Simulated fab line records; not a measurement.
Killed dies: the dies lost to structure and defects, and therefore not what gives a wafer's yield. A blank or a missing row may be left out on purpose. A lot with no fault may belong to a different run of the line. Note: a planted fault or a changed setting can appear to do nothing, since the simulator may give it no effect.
Chamber matching | flow n5_finfet | N5_MOL_CONTACT_COAG_ALD_27 on ald_sin-02: 4 sister chambers
The step deposits SiOC, target thk 17 nm, pulse time 1.5 s, time 2720 s. 14 wafers are shown with their chamber, then 7 later ones without.

== WAFERS PAIRED WITH THEIR CHAMBERS ==
wafer  | chamber | heater_power_outer_w (W) | heater_power_w (W) | susceptor_temp_C (C)
L074.3 | 2       | 619                      | 988                | 399.74
L074.5 | 2       | 606                      | 935                | 400.02
L074.6 | 3       | 626                      | 909                | 400.11
L079.1 | 2       | 613                      | 960                | 399.96
L079.3 | 1       | 605                      | 941                | 399.72
L079.6 | 1       | 582                      | 947                | 399.86
L081.1 | 0       | 489                      | 775                | 400.08
L081.2 | 1       | 599                      | 926                | 400.09
L081.5 | 3       | 634                      | 936                | 399.64
L082.1 | 0       | 495                      | 792                | 400.11
L082.2 | 2       | 613                      | 1011               | 399.73
L082.6 | 1       | 590                      | 946                | 399.87
L086.1 | 1       | 599                      | 932                | 400.25
L086.3 | 0       | 498                      | 796                | 399.89

SIGNATURES, as means of the wafers listed above
reading              | chamber 0 | chamber 1 | chamber 2 | chamber 3 | scatter within a chamber
heater_power_outer_w | 494.00    | 595.00    | 612.75    | 630.00    | 6.96
heater_power_w       | 787.67    | 938.40    | 973.50    | 922.50    | 20.6
susceptor_temp_C     | 400.0267  | 399.9580  | 399.8625  | 399.8750  | 0.196
Rule: a wafer's distance from a chamber is the root of the sum, over the readings, of the square of ((its reading less the chamber's mean) divided by the reading's scatter). If the next closest chamber is less than 2 further off than the closest, the wafer can't be placed; otherwise it belongs to the closest. The scatter is the square root of a quotient: the sum, over the shown wafers, of each reading's squared deviation from its chamber's mean, divided by wafers minus chambers.

== WAFERS WHOSE CHAMBER IS MISSING ==
wafer  | heater_power_outer_w (W) | heater_power_w (W) | susceptor_temp_C (C)
L086.5 | 497                      | 768                | 399.78
L091.1 | 479                      | 796                | 400.32
L091.4 | 654                      | 999                | 400.25
L091.6 | 489                      | 765                | 400.37
L095.1 | 649                      | 975                | 399.68
L095.4 | 496                      | 769                | 399.93
L095.6 | 677                      | 985                | 399.40

== WHICH CHAMBER EACH ONE RAN IN ==
wafer  | from the rows above     | in truth
L086.5 | 0                       | 0
L091.1 | 0                       | 0
L091.4 | can't be placed: 3 or 2 | 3
L091.6 | 0                       | 0
L095.1 | can't be placed: 3 or 2 | 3
L095.4 | 0                       | 0
L095.6 | can't be placed: 3 or 2 | 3
4 of 7 placed correctly. These rows do not allow placing 3 (true chamber among the candidates in 3). 0 placed wrongly.
